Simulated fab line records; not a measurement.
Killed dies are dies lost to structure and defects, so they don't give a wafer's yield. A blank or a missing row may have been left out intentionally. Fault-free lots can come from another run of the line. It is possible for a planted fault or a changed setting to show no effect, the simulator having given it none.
Chamber matching / flow nandHarc / 4 sister chambers for NHARC_A_CONTACT_ETCH_102 on rieDiel-13
The step etches the open film in CF4/O2, target depth 100 nm, overetch 10 nm, time 55 s. 24 wafers are shown with their chamber, then 12 later ones without.

## EACH WAFER AND ITS CHAMBER
wafer=L075.3; chamber=2; drypumpMotorCurrentA (A)=6.0; showerheadPlenumPTorr (Torr)=1.38; oesProductAu (a.u.)=1.005
wafer=L075.4; chamber=1; drypumpMotorCurrentA (A)=5.4; showerheadPlenumPTorr (Torr)=1.30; oesProductAu (a.u.)=1.003
wafer=L075.5; chamber=1; drypumpMotorCurrentA (A)=5.4; showerheadPlenumPTorr (Torr)=1.30; oesProductAu (a.u.)=1.008
wafer=L074.1; chamber=0; drypumpMotorCurrentA (A)=5.7; showerheadPlenumPTorr (Torr)=1.32; oesProductAu (a.u.)=0.996
wafer=L074.4; chamber=1; drypumpMotorCurrentA (A)=5.4; showerheadPlenumPTorr (Torr)=1.30; oesProductAu (a.u.)=1.005
wafer=L074.6; chamber=2; drypumpMotorCurrentA (A)=6.0; showerheadPlenumPTorr (Torr)=1.38; oesProductAu (a.u.)=0.995
wafer=L077.2; chamber=3; drypumpMotorCurrentA (A)=5.4; showerheadPlenumPTorr (Torr)=1.34; oesProductAu (a.u.)=1.007
wafer=L077.3; chamber=2; drypumpMotorCurrentA (A)=6.0; showerheadPlenumPTorr (Torr)=1.38; oesProductAu (a.u.)=0.994
wafer=L077.4; chamber=0; drypumpMotorCurrentA (A)=5.7; showerheadPlenumPTorr (Torr)=1.32; oesProductAu (a.u.)=0.996
wafer=L080.1; chamber=1; drypumpMotorCurrentA (A)=5.4; showerheadPlenumPTorr (Torr)=1.30; oesProductAu (a.u.)=0.996
wafer=L080.5; chamber=3; drypumpMotorCurrentA (A)=5.4; showerheadPlenumPTorr (Torr)=1.34; oesProductAu (a.u.)=1.002
wafer=L080.6; chamber=0; drypumpMotorCurrentA (A)=5.7; showerheadPlenumPTorr (Torr)=1.32; oesProductAu (a.u.)=1.013
wafer=L081.2; chamber=2; drypumpMotorCurrentA (A)=6.1; showerheadPlenumPTorr (Torr)=1.38; oesProductAu (a.u.)=0.991
wafer=L081.4; chamber=0; drypumpMotorCurrentA (A)=5.7; showerheadPlenumPTorr (Torr)=1.32; oesProductAu (a.u.)=0.994
wafer=L081.5; chamber=1; drypumpMotorCurrentA (A)=5.4; showerheadPlenumPTorr (Torr)=1.30; oesProductAu (a.u.)=0.997
wafer=L082.3; chamber=0; drypumpMotorCurrentA (A)=5.7; showerheadPlenumPTorr (Torr)=1.31; oesProductAu (a.u.)=0.990
wafer=L082.4; chamber=2; drypumpMotorCurrentA (A)=6.0; showerheadPlenumPTorr (Torr)=1.37; oesProductAu (a.u.)=0.986
wafer=L082.6; chamber=2; drypumpMotorCurrentA (A)=6.0; showerheadPlenumPTorr (Torr)=1.37; oesProductAu (a.u.)=0.987
wafer=L085.1; chamber=0; drypumpMotorCurrentA (A)=5.7; showerheadPlenumPTorr (Torr)=1.31; oesProductAu (a.u.)=0.991
wafer=L085.3; chamber=2; drypumpMotorCurrentA (A)=6.0; showerheadPlenumPTorr (Torr)=1.37; oesProductAu (a.u.)=0.989
wafer=L085.4; chamber=3; drypumpMotorCurrentA (A)=5.4; showerheadPlenumPTorr (Torr)=1.33; oesProductAu (a.u.)=1.009
wafer=L084.2; chamber=0; drypumpMotorCurrentA (A)=5.7; showerheadPlenumPTorr (Torr)=1.31; oesProductAu (a.u.)=0.998
wafer=L084.3; chamber=2; drypumpMotorCurrentA (A)=6.0; showerheadPlenumPTorr (Torr)=1.37; oesProductAu (a.u.)=1.001
wafer=L084.5; chamber=1; drypumpMotorCurrentA (A)=5.4; showerheadPlenumPTorr (Torr)=1.30; oesProductAu (a.u.)=1.000

SIGNATURES, as means of the wafers listed above
reading=drypumpMotorCurrentA; chamber 0=5.700; chamber 1=5.400; chamber 2=6.013; chamber 3=5.400; scatter within a chamber=0.0209
reading=showerheadPlenumPTorr; chamber 0=1.3157; chamber 1=1.3000; chamber 2=1.3750; chamber 3=1.3367; scatter within a chamber=0.00468
reading=oesProductAu; chamber 0=0.99686; chamber 1=1.00150; chamber 2=0.99350; chamber 3=1.00600; scatter within a chamber=0.00634
Rule: a wafer lies at a distance from a chamber equal to the root of the sum of squares, over the readings, of (its reading less the chamber's mean, divided by the reading's scatter). The wafer belongs to the nearest chamber; if the next one is less than 2 further off, it can't be placed. The scatter: take each reading less its chamber's mean, square it, sum over the shown wafers, divide by the number of wafers less the number of chambers, and take the root.

## WAFERS WITHOUT THEIR CHAMBER
wafer=L087.1; drypumpMotorCurrentA (A)=6.1; showerheadPlenumPTorr (Torr)=1.37; oesProductAu (a.u.)=1.010
wafer=L087.2; drypumpMotorCurrentA (A)=5.4; showerheadPlenumPTorr (Torr)=1.29; oesProductAu (a.u.)=1.007
wafer=L087.4; drypumpMotorCurrentA (A)=5.4; showerheadPlenumPTorr (Torr)=1.33; oesProductAu (a.u.)=1.005
wafer=L089.2; drypumpMotorCurrentA (A)=5.3; showerheadPlenumPTorr (Torr)=1.33; oesProductAu (a.u.)=0.996
wafer=L089.3; drypumpMotorCurrentA (A)=5.4; showerheadPlenumPTorr (Torr)=1.29; oesProductAu (a.u.)=1.003
wafer=L089.6; drypumpMotorCurrentA (A)=5.4; showerheadPlenumPTorr (Torr)=1.29; oesProductAu (a.u.)=1.003
wafer=L090.1; drypumpMotorCurrentA (A)=5.4; showerheadPlenumPTorr (Torr)=1.33; oesProductAu (a.u.)=1.006
wafer=L090.3; drypumpMotorCurrentA (A)=5.4; showerheadPlenumPTorr (Torr)=1.29; oesProductAu (a.u.)=1.006
wafer=L090.5; drypumpMotorCurrentA (A)=5.3; showerheadPlenumPTorr (Torr)=1.29; oesProductAu (a.u.)=0.996
wafer=L097.1; drypumpMotorCurrentA (A)=6.0; showerheadPlenumPTorr (Torr)=1.37; oesProductAu (a.u.)=0.989
wafer=L097.4; drypumpMotorCurrentA (A)=5.4; showerheadPlenumPTorr (Torr)=1.33; oesProductAu (a.u.)=1.002
wafer=L097.5; drypumpMotorCurrentA (A)=5.3; showerheadPlenumPTorr (Torr)=1.33; oesProductAu (a.u.)=0.996

## WHICH CHAMBER EACH WENT THROUGH
wafer=L087.1; from the rows above=2; in truth=2
wafer=L087.2; from the rows above=1; in truth=1
wafer=L087.4; from the rows above=3; in truth=3
wafer=L089.2; from the rows above=3; in truth=3
wafer=L089.3; from the rows above=1; in truth=1
wafer=L089.6; from the rows above=1; in truth=1
wafer=L090.1; from the rows above=3; in truth=3
wafer=L090.3; from the rows above=1; in truth=1
wafer=L090.5; from the rows above=1; in truth=1
wafer=L097.1; from the rows above=2; in truth=2
wafer=L097.4; from the rows above=3; in truth=3
wafer=L097.5; from the rows above=3; in truth=3
Placed correctly: 12 of 12. From these rows, 0 cannot be placed. Wrongly placed: 0.
